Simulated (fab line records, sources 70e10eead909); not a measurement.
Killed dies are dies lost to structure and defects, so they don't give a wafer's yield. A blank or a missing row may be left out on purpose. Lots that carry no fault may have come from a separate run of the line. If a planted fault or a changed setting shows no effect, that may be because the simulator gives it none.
Which tool did it? || flow nand harc || 33 wafers from 11 lots sampled at 4 of the route's 1302 steps

== WHAT EACH GAUGE READ, for each wafer ==
NHARC_P_GATE_CD_MEAS_26: target cd 120 nm.
{"lot": "L745", "measured": "day 5 21:53", "on": "cd sem-03", "cd nm (nm)": "120.0 120.8 120.0"}
{"lot": "L746", "measured": "day 6 06:00", "on": "cd sem-01", "cd nm (nm)": "120.1 120.3 121.4"}
{"lot": "L749", "measured": "day 7 20:49", "on": "cd sem-01", "cd nm (nm)": "120.0 120.2 120.7"}
{"lot": "L751", "measured": "day 8 07:01", "on": "cd sem-02", "cd nm (nm)": "113.1 113.7 113.2"}
{"lot": "L757", "measured": "day 11 06:33", "on": "cd sem-01", "cd nm (nm)": "119.6 119.7 120.5"}
{"lot": "L760", "measured": "day 12 04:28", "on": "cd sem-02", "cd nm (nm)": "119.9 120.1 119.4"}
{"lot": "L761", "measured": "day 12 12:26", "on": "cd sem-02", "cd nm (nm)": "119.8 120.3 120.1"}
{"lot": "L762", "measured": "day 13 13:25", "on": "cd sem-03", "cd nm (nm)": "120.2 119.9 120.0"}
{"lot": "L763", "measured": "day 13 13:34", "on": "cd sem-01", "cd nm (nm)": "121.5 121.7 121.4"}
{"lot": "L764", "measured": "day 13 19:44", "on": "cd sem-02", "cd nm (nm)": "120.8 119.8 120.5"}
{"lot": "L766", "measured": "day 14 22:20", "on": "cd sem-02", "cd nm (nm)": "118.8 120.6 119.3"}

== EACH LOT AND THE TOOL THAT RAN IT (in order: tool; ch and the chambers of the sampled wafers; start) ==
{"lot": "L745", "NHARC_P_ZERO_WELL_DESCUM_54": "rie diel-11 ch 0,1,3, day 2 21:55", "NHARC_P_GATE_DEP_103": "pecvd-02 ch 0,1,2, day 5 21:20", "NHARC_P_GATE_EXPOSE_23": "arfi scanner-03 ch 0, day 5 21:44"}
{"lot": "L746", "NHARC_P_ZERO_WELL_DESCUM_54": "rie diel-13 ch 0,2,3, day 3 07:40", "NHARC_P_GATE_DEP_103": "pecvd-03 ch 0,1,2, day 6 05:21", "NHARC_P_GATE_EXPOSE_23": "arfi scanner-01 ch 0, day 6 05:52"}
{"lot": "L749", "NHARC_P_ZERO_WELL_DESCUM_54": "rie diel-08 ch 0,2, day 4 14:35", "NHARC_P_GATE_DEP_103": "pecvd-03 ch 0,1,2, day 7 20:09", "NHARC_P_GATE_EXPOSE_23": "arfi scanner-02 ch 0, day 7 20:40"}
{"lot": "L751", "NHARC_P_ZERO_WELL_DESCUM_54": "rie diel-13 ch 0,2,3, day 5 10:22", "NHARC_P_GATE_DEP_103": "pecvd-02 ch 0,1, day 8 06:26", "NHARC_P_GATE_EXPOSE_23": "arfi scanner-02 ch 0, day 8 06:52"}
{"lot": "L757", "NHARC_P_ZERO_WELL_DESCUM_54": "rie diel-11 ch 0,3, day 7 21:59", "NHARC_P_GATE_DEP_103": "pecvd-03 ch 1,2, day 11 05:52", "NHARC_P_GATE_EXPOSE_23": "arfi scanner-01 ch 0, day 11 06:25"}
{"lot": "L760", "NHARC_P_ZERO_WELL_DESCUM_54": "rie diel-11 ch 0,1, day 9 03:37", "NHARC_P_GATE_DEP_103": "pecvd-02 ch 0,2, day 12 03:59", "NHARC_P_GATE_EXPOSE_23": "arfi scanner-01 ch 0, day 12 04:20"}
{"lot": "L761", "NHARC_P_ZERO_WELL_DESCUM_54": "rie diel-08 ch 0,2,3, day 9 13:58", "NHARC_P_GATE_DEP_103": "pecvd-01 ch 0,2, day 12 11:46", "NHARC_P_GATE_EXPOSE_23": "arfi scanner-02 ch 0, day 12 12:18"}
{"lot": "L762", "NHARC_P_ZERO_WELL_DESCUM_54": "rie diel-11 ch 0,1,3, day 9 23:48", "NHARC_P_GATE_DEP_103": "pecvd-02 ch 0,1, day 13 12:47", "NHARC_P_GATE_EXPOSE_23": "arfi scanner-01 ch 0, day 13 13:16"}
{"lot": "L763", "NHARC_P_ZERO_WELL_DESCUM_54": "rie diel-08 ch 0,1,3, day 10 10:26", "NHARC_P_GATE_DEP_103": "pecvd-01 ch 0,1, day 13 12:50", "NHARC_P_GATE_EXPOSE_23": "arfi scanner-02 ch 0, day 13 13:25"}
{"lot": "L764", "NHARC_P_ZERO_WELL_DESCUM_54": "rie diel-11 ch 0,2,3, day 10 20:26", "NHARC_P_GATE_DEP_103": "pecvd-03 ch 0,1, day 13 19:04", "NHARC_P_GATE_EXPOSE_23": "arfi scanner-03 ch 0, day 13 19:36"}
{"lot": "L766", "NHARC_P_ZERO_WELL_DESCUM_54": "rie diel-13 ch 0,1,2, day 11 16:12", "NHARC_P_GATE_DEP_103": "pecvd-03 ch 0,1,2, day 14 21:49", "NHARC_P_GATE_EXPOSE_23": "arfi scanner-03 ch 0, day 14 22:12"}
- NHARC_P_ZERO_WELL_DESCUM_54: chemistry O2, time 3 s.
- NHARC_P_GATE_DEP_103: deposits SiON, target thk 30 nm.
- NHARC_P_GATE_EXPOSE_23: exposes mask P GATE, target cd 120 nm.

== THE ANSWER, worked out from the rows above alone ==
Rule: the lots themselves supply what counts as usual. Put in order of their means at a reading, lots are off if they are a third of the lots or fewer, leave a main group of 4 or more, and stand apart from it by a gap of 3 or more times the standard deviation of the main group's means; of several such gaps the widest counts. A main group whose means are all the same, to the digits that the tables above print for the reading, isn't used. Also off: a lot with no number at a reading for which 4 or more lots have one. Any other lot the step has rows for is counted as sound.
Off, at NHARC_P_GATE_CD_MEAS_26 on cd nm: L751. The main group: mean 120.2 nm, standard deviation 0.51.
If a tool, at a process step before that reading, ran all the lots that are off and no sound lot after the first of them, it fits. Gauges at NHARC_P_GATE_CD_MEAS_26: tried the same way as those tools. None of those tried fits.

== WHAT WAS PUT IN BY THE SIMULATOR ==
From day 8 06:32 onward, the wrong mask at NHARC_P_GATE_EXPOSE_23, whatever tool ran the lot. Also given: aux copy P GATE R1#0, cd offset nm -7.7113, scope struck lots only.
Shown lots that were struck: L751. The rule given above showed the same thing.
